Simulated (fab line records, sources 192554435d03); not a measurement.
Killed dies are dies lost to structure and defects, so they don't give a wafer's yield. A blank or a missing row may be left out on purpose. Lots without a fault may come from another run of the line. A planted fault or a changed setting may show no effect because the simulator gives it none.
A struck lot beside a sound one | flow n5_finfet | 16 steps out of a route of 1938
Sound: wafers L545.2, L545.4, L545.6. Struck: wafer L543.2. (L543.3 of the same lot was not struck and is left out.) The cause comes at the end.
At each step with rows: each side's tool, then ch and its chambers, then its first start. Under that, the readings that differ: sound wafers | struck wafers | difference of the means | sigmas: that difference in standard deviations of wafers without a fault.
alike: readings whose means differ by less than 2 such deviations, and words and numbers that are the same on both sides. not compared: withheld readings, readings that some wafer has no value for, bounds like >300 that may hide the same value, and numbers for which the record gives no deviation and whose values overlap.
The two part at a step that has a row with sigmas, a row that says differs or no value, or rows on one side only. Numbers that don't overlap but have no deviation are shown without sigmas and don't part them. A reading that every wafer of one side lacks parts them only if that side has two wafers or more.

first, 2 steps without rows for these wafers: N5_BEOL_M3_PEB_09 (peb time 60 s); N5_BEOL_M3_DEVELOP_10 (develop time 30 s).
N5_BEOL_M3_CD_MEAS_11: target cd 17.05 nm.
  sound on cd_sem-02 ch 0, day 10 18:19; struck on cd_sem-02 ch 0, day 10 16:52
  alike: cd_nm
N5_BEOL_M3_OVL_MEAS_12:
  sound on overlay-01 ch 0, day 10 18:21; struck on overlay-01 ch 0, day 10 16:54
  reading     | sound         | struck | difference | sigmas
  M3_OVL (nm) | -0.9 -0.6 0.0 | 1.4    | +1.9       | +3
N5_BEOL_M3_INSPECT_13: inspects for defects (brightfield).
  sound on defect_inspect-02, day 10 18:25; struck on defect_inspect-01, day 10 16:58
  alike: raw_defect_count
then, 1 step without rows for these wafers: N5_BEOL_M3_DESCUM_16 (chemistry O2, time 7 s).
N5_BEOL_M3_ETCH_74: etches underlayer in N2/H2, target depth 6.5 nm, time 5.2 s.
  sound on rie_diel-03 ch 1,2, day 10 18:40; struck on rie_diel-05 ch 2, day 10 17:02
  reading                | sound             | struck | difference | sigmas
  throttle_valve_pct (%) | 18.04 18.13 18.02 | 17.50  | -0.56      | -2
  alike: drypump_motor_current_A, etch_rf_on_time_s, oes_product_au, rf_vpp_V, showerhead_plenum_p_Torr
  not compared: rf_hours_counter_h
N5_BEOL_M3_ETCH_63: etches SiARC in CF4, target depth 15.6 nm, time 26 s.
  sound on rie_diel-03 ch 1,2, day 10 18:41; struck on rie_diel-05 ch 2, day 10 17:02
  reading                | sound             | struck | difference | sigmas
  throttle_valve_pct (%) | 15.75 15.82 15.76 | 15.10  | -0.68      | -3
  alike: drypump_motor_current_A, etch_rf_on_time_s, oes_product_au, rf_vpp_V, showerhead_plenum_p_Torr
  not compared: rf_hours_counter_h
N5_BEOL_M3_ETCH_64: etches SOC in N2/H2, target depth 75 nm, overetch 15 nm, time 112.5 s.
  sound on rie_diel-03 ch 1,2, day 10 18:43; struck on rie_diel-05 ch 2, day 10 17:04
  reading                | sound             | struck | difference | sigmas
  throttle_valve_pct (%) | 18.01 18.09 18.00 | 17.50  | -0.53      | -2
  alike: drypump_motor_current_A, oes_product_au, rf_vpp_V, showerhead_plenum_p_Torr
  not compared: rf_hours_counter_h
then, 2 steps without rows for these wafers: N5_BEOL_M3_STRIP_65 (strips in N2/H2); N5_BEOL_M3_STRIP_75 (strips in N2/H2).
N5_BEOL_M3_STRIP_66: strips in CF4.
  sound on rie_diel-03 ch 1,2, day 10 18:50; struck on rie_diel-05 ch 2, day 10 17:12
  reading                | sound             | struck | difference | sigmas
  throttle_valve_pct (%) | 13.72 13.82 13.71 | 13.08  | -0.67      | -3
  alike: drypump_motor_current_A, oes_product_au, power_w, rf_vpp_V, showerhead_plenum_p_Torr
  not compared: rf_hours_counter_h
N5_BEOL_M3_HM_OPEN_17: chemistry Cl2/BCl3, target TiN, target depth 20 nm, overetch 6 nm.
  sound on rie_metal-02 ch 0,1, day 10 18:53; struck on rie_metal-01 ch 1, day 10 17:14
  reading                                  | sound          | struck | difference | sigmas
  drypump_motor_current_A (A)              | 5.4 6.0 5.4    | 6.4    | +0.8       | +2
  model.SOC_of_BEOL_M3_COAT_61.thk_nm (nm) | 52.4 52.2 52.4 | 53.8   | +1.5       |
  alike: oes_ar_750_au, oes_product_au, throttle_valve_pct
  not compared: rf_hours_counter_h
N5_BEOL_M3_STRIP_19: strips in O2.
  sound on rie_diel-03 ch 0,1,3, day 10 19:00; struck on rie_diel-01 ch 2, day 10 17:31
  alike: drypump_motor_current_A, oes_product_au, rf_vpp_V, showerhead_plenum_p_Torr, throttle_valve_pct
  not compared: rf_hours_counter_h
N5_BEOL_M4_RC_MEAS_101:
  sound on prober-01 ch 0, day 11 22:28; struck on prober-02 ch 0, day 11 20:39
  reading   | sound       | struck | difference | sigmas
  VT_N (mV) | 248 248 239 | 254    | +9         | +2
  alike: DIBL_N, DIBL_P, IOFF_N, IOFF_P, ION_N, ION_P, SS_N, SS_P, VT_P
-- the record jumps here: 4 days lie between the struck wafers' starts before and after (it left off in module BEOL_M4 and takes up again in module PASSIVATION, whose first step shown is number 1936 of the route) --
N5_PASSIVATION_PROBE_49:
  sound on prober-02, day 16 16:37; struck on prober-02, day 15 23:38
  reading                | sound    | struck | difference | sigmas
  sort_bin_4_leakage (%) | 0 0 1.78 | 0      | -1         | -4
  alike: defect_limited_yield, killed_at_M0_to_M3, killed_at_M4_up, killed_at_contacts, killed_at_front_end, killed_at_other, killed_dies, killed_on_rim, killed_open, killed_short, sort_bin_5_function, sort_bin_6_memory, sort_bin_8_speed, sort_n_pass, sort_yield_pct

WHERE THEY PART
First at N5_BEOL_M3_OVL_MEAS_12; last, within this record, at N5_PASSIVATION_PROBE_49.

WHY: what the simulator had put in
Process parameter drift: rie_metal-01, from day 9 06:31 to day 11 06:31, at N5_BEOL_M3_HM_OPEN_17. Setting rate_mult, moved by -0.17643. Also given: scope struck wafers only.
